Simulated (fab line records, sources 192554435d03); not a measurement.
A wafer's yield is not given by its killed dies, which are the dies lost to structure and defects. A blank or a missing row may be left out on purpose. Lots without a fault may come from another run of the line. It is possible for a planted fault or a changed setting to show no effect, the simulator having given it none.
Which of the tools did it? | flow n5_finfet | 12 lots with 36 wafers sampled at 3 steps, on a route of 1938 steps

WHAT EACH GAUGE READ, for each wafer
N5_DUMMY_GATE_OVL_MEAS_16.
lot  | measured    | on         | GATE_OVL (nm)
L075 | day 3 05:36 | overlay-02 | 0.5 1.0 1.4
L077 | day 3 19:22 | overlay-02 | 0.2 1.1 1.4
L079 | day 4 03:49 | overlay-01 | 0.5 0.2 0.7
L081 | day 4 18:58 | overlay-01 | 0.1 -1.7 -0.8
L083 | day 5 03:08 | overlay-02 | 0.1 0.2 0.4
L085 | day 5 19:25 | overlay-02 | 0.1 0.8 1.0
L087 | day 6 05:30 | overlay-02 | 0.3 -0.1 0.7
L089 | day 6 15:16 | overlay-02 | -0.4 0.5 0.2
L091 | day 7 04:50 | overlay-02 | -0.3 0.3 -0.5
L093 | day 7 21:47 | overlay-02 | -0.3 0.2 0.3
L095 | day 8 06:55 | overlay-02 | 0.2 0.3 0.1
L097 | day 8 18:53 | overlay-02 | 0.0 -0.3 0.3

WHICH TOOL RAN EACH LOT (tool, then ch and the chambers of the sampled wafers, then the start)
lot  | N5_STI_FIN_REVEAL_OXIDATION_33      | N5_DUMMY_GATE_CMP_04
L075 | plasma_asher-02 ch 0,1, day 2 20:38 | cmp-01 ch 0,2, day 3 01:04
L077 | plasma_asher-02 ch 0,1, day 3 08:45 | cmp-02 ch 1,2,3, day 3 14:47
L079 | plasma_asher-01 ch 0,1, day 3 19:01 | cmp-04 ch 1,2,3, day 3 23:18
L081 | plasma_asher-01 ch 1, day 4 07:20   | cmp-02 ch 0,1,3, day 4 14:16
L083 | plasma_asher-02 ch 0,1, day 4 18:10 | cmp-01 ch 0,1,3, day 4 22:28
L085 | plasma_asher-02 ch 0,1, day 5 08:23 | cmp-04 ch 0,1,3, day 5 14:53
L087 | plasma_asher-01 ch 0,1, day 5 20:41 | cmp-02 ch 0,2,3, day 6 00:58
L089 | plasma_asher-01 ch 0,1, day 6 06:29 | cmp-04 ch 0,1, day 6 10:43
L091 | plasma_asher-01 ch 0,1, day 6 19:58 | cmp-04 ch 1,2,3, day 7 00:19
L093 | plasma_asher-02 ch 0,1, day 7 10:42 | cmp-04 ch 1,2,3, day 7 15:00
L095 | plasma_asher-02 ch 0,1, day 7 21:59 | cmp-04 ch 0,1,2, day 8 02:13
L097 | plasma_asher-02 ch 0,1, day 8 09:57 | cmp-04 ch 2,3, day 8 14:10
- N5_STI_FIN_REVEAL_OXIDATION_33: chemistry O2 PLASMA REMOTE, time 20 s.
- N5_DUMMY_GATE_CMP_04: polishes a-Si.

THE ANSWER, worked out from the rows above alone
Rule: what is usual is taken from the lots themselves. Put in order of their means at a reading, lots are off if they are a third of the lots or fewer, leave a main group of 4 or more, and stand apart from it by a gap of 3 or more times the standard deviation of the main group's means; of several such gaps the widest counts. The tables above print the reading to a certain number of digits; a main group whose means all agree to those digits is not used. A lot without any number at a reading at which 4 lots or more have one is off too. All remaining lots with rows at the step are treated as sound.
None of the lots is off at any reading shown; this tells nothing.

WHAT THE SIMULATOR HAD INSERTED
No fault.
